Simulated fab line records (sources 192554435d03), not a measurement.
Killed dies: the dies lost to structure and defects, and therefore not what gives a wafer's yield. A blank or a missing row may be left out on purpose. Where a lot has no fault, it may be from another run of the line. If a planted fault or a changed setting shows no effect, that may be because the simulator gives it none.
Which of the tools did it? | flow n5-finfet | 72 wafers from 24 lots sampled at 3 of the route's 1938 steps

== WHAT THE GAUGES READ, wafer by wafer ==
N5_BEOL_M14_THK_MEAS_50: measures by xrf.
lot  | measured     | on            | M14_THK (nm)
L074 | day 11 01:03 | film-metro-02 | 583 585 570
L076 | day 11 14:23 | film-metro-02 | 566 582 582
L075 | day 12 05:09 | film-metro-02 | 557 575 556
L077 | day 12 10:49 | film-metro-01 | 584 589 579
L078 | day 13 00:59 | film-metro-02 | 568 589 567
L079 | day 13 06:49 | film-metro-01 | 597 560 576
L080 | day 13 11:26 | film-metro-01 | 580 574 580
L083 | day 13 20:54 | film-metro-01 | 577 579 577
L081 | day 14 06:23 | film-metro-02 | 578 571 575
L082 | day 14 07:02 | film-metro-01 | 591 567 565
L084 | day 14 10:36 | film-metro-01 | 569 576 576
L085 | day 14 22:28 | film-metro-02 | 565 568 578
L086 | day 15 02:47 | film-metro-02 | 564 559 565
L089 | day 15 05:46 | film-metro-02 | 568 565 576
L087 | day 15 08:01 | film-metro-01 | 573 567 576
L088 | day 15 12:04 | film-metro-01 | 588 577 573
L090 | day 15 17:41 | film-metro-01 | 565 597 574
L092 | day 16 01:51 | film-metro-01 | 572 593 557
L093 | day 16 01:59 | film-metro-01 | 574 582 575
L091 | day 16 07:56 | film-metro-01 | 584 588 581
L095 | day 17 05:41 | film-metro-02 | 557 560 560
L094 | day 17 05:46 | film-metro-01 | 578 577 582
L097 | day 17 20:06 | film-metro-01 | 564 570 564
L096 | day 18 11:28 | film-metro-02 | 594 568 584

N5_BEOL_M15_INSPECT_12: inspects for defects (macro).
lot  | measured     | on                | raw-defect-count
L074 | day 11 01:58 | defect-inspect-02 | 2 2 1
L076 | day 11 15:10 | defect-inspect-01 | 2 2 3
L075 | day 12 05:57 | defect-inspect-02 | 1 3 1
L077 | day 12 11:37 | defect-inspect-01 | 1 5 4
L078 | day 13 01:56 | defect-inspect-01 | 1 3 2
L079 | day 13 07:44 | defect-inspect-01 | 4 0 3
L080 | day 13 12:14 | defect-inspect-01 | 3 2 3
L083 | day 13 21:50 | defect-inspect-02 | 1 2 2
L081 | day 14 07:11 | defect-inspect-01 | 2 2 2
L082 | day 14 07:50 | defect-inspect-01 | 1 1 5
L084 | day 14 11:33 | defect-inspect-02 | 0 1 3
L085 | day 14 23:23 | defect-inspect-01 | 2 1 1
L086 | day 15 03:34 | defect-inspect-02 | 3 0 3
L089 | day 15 06:34 | defect-inspect-02 | 3 2 2
L087 | day 15 08:57 | defect-inspect-02 | 3 5 3
L088 | day 15 12:52 | defect-inspect-02 | 1 1 1
L090 | day 15 18:36 | defect-inspect-01 | 4 4 3
L092 | day 16 02:39 | defect-inspect-02 | 2 3 0
L093 | day 16 02:55 | defect-inspect-01 | 3 2 3
L091 | day 16 08:52 | defect-inspect-01 | 2 1 3
L095 | day 17 06:29 | defect-inspect-02 | 3 4 3
L094 | day 17 06:47 | defect-inspect-01 | 2 2 0
L097 | day 17 21:04 | defect-inspect-01 | 2 3 1
L096 | day 18 12:23 | defect-inspect-02 | 2 2 1

== WHAT TOOL EACH LOT RAN ON (gives the tool, then ch and the chambers of the sampled wafers, and finally the start) ==
lot  | N5_BEOL_M14_ANNEAL_48
L074 | rtp-anneal-01 ch 0, day 11 00:30
L076 | rtp-anneal-02 ch 0, day 11 13:50
L075 | rtp-anneal-02 ch 0, day 12 04:41
L077 | rtp-anneal-02 ch 0, day 12 10:21
L078 | rtp-anneal-02 ch 0, day 13 00:24
L079 | rtp-anneal-02 ch 0, day 13 06:16
L080 | rtp-anneal-01 ch 0, day 13 10:54
L083 | rtp-anneal-01 ch 0, day 13 20:21
L081 | rtp-anneal-01 ch 0, day 14 05:53
L082 | rtp-anneal-01 ch 0, day 14 06:29
L084 | rtp-anneal-01 ch 0, day 14 10:03
L085 | rtp-anneal-01 ch 0, day 14 21:52
L086 | rtp-anneal-01 ch 0, day 15 02:18
L089 | rtp-anneal-01 ch 0, day 15 05:16
L087 | rtp-anneal-01 ch 0, day 15 07:28
L088 | rtp-anneal-01 ch 0, day 15 11:31
L090 | rtp-anneal-02 ch 0, day 15 17:08
L092 | rtp-anneal-02 ch 0, day 16 01:18
L093 | rtp-anneal-01 ch 0, day 16 01:23
L091 | rtp-anneal-01 ch 0, day 16 07:10
L095 | rtp-anneal-01 ch 0, day 17 05:08
L094 | rtp-anneal-02 ch 0, day 17 05:10
L097 | rtp-anneal-01 ch 0, day 17 19:31
L096 | rtp-anneal-01 ch 0, day 18 10:59
- N5_BEOL_M14_ANNEAL_48: time 90 s.

== AS READ BY THE TOOLS THEMSELVES (means over the sampled wafers that have a number; for cases with no such wafer, the mark the record gives instead) ==
N5_BEOL_M14_ANNEAL_48.
lot  | tool          | wafer_temp_C_max
L074 | rtp-anneal-01 | 226.3
L076 | rtp-anneal-02 | 227.0
L075 | rtp-anneal-02 | 226.3
L077 | rtp-anneal-02 | 226.6
L078 | rtp-anneal-02 | 226.4
L079 | rtp-anneal-02 | 226.8
L080 | rtp-anneal-01 | 226.2
L083 | rtp-anneal-01 | 226.3
L081 | rtp-anneal-01 | 226.0
L082 | rtp-anneal-01 | 225.8
L084 | rtp-anneal-01 | 226.5
L085 | rtp-anneal-01 | 226.0
L086 | rtp-anneal-01 | 226.1
L089 | rtp-anneal-01 | 226.1
L087 | rtp-anneal-01 | 226.2
L088 | rtp-anneal-01 | 226.2
L090 | rtp-anneal-02 | 226.8
L092 | rtp-anneal-02 | 226.6
L093 | rtp-anneal-01 | 226.1
L091 | rtp-anneal-01 | 226.0
L095 | rtp-anneal-01 | 226.3
L094 | rtp-anneal-02 | 226.9
L097 | rtp-anneal-01 | 225.9
L096 | rtp-anneal-01 | 226.4

== THE ANSWER, worked out from the rows above alone ==
Rule: usual is defined by the lots themselves. Put in order of their means at a reading, lots are off if they are a third of the lots or fewer, leave a main group of 4 or more, and stand apart from it by a gap of 3 or more times the standard deviation of the main group's means; of several such gaps the widest counts. A main group whose means are all the same, to the digits that the tables above print for the reading, isn't used. Also off: a lot with no number at a reading for which 4 or more lots have one. Any other lot the step has rows for is counted as sound. Order of review: gauges by route order, followed by the tools' own readings, for which a lot's mean as printed above is used. The first step at which some lot is off is used, and at that step the reading that is off furthest; a lot without a number counts as furthest.
Nothing can be told from this: no lot is off at any reading shown.

== WHAT THE SIMULATOR PUT IN ==
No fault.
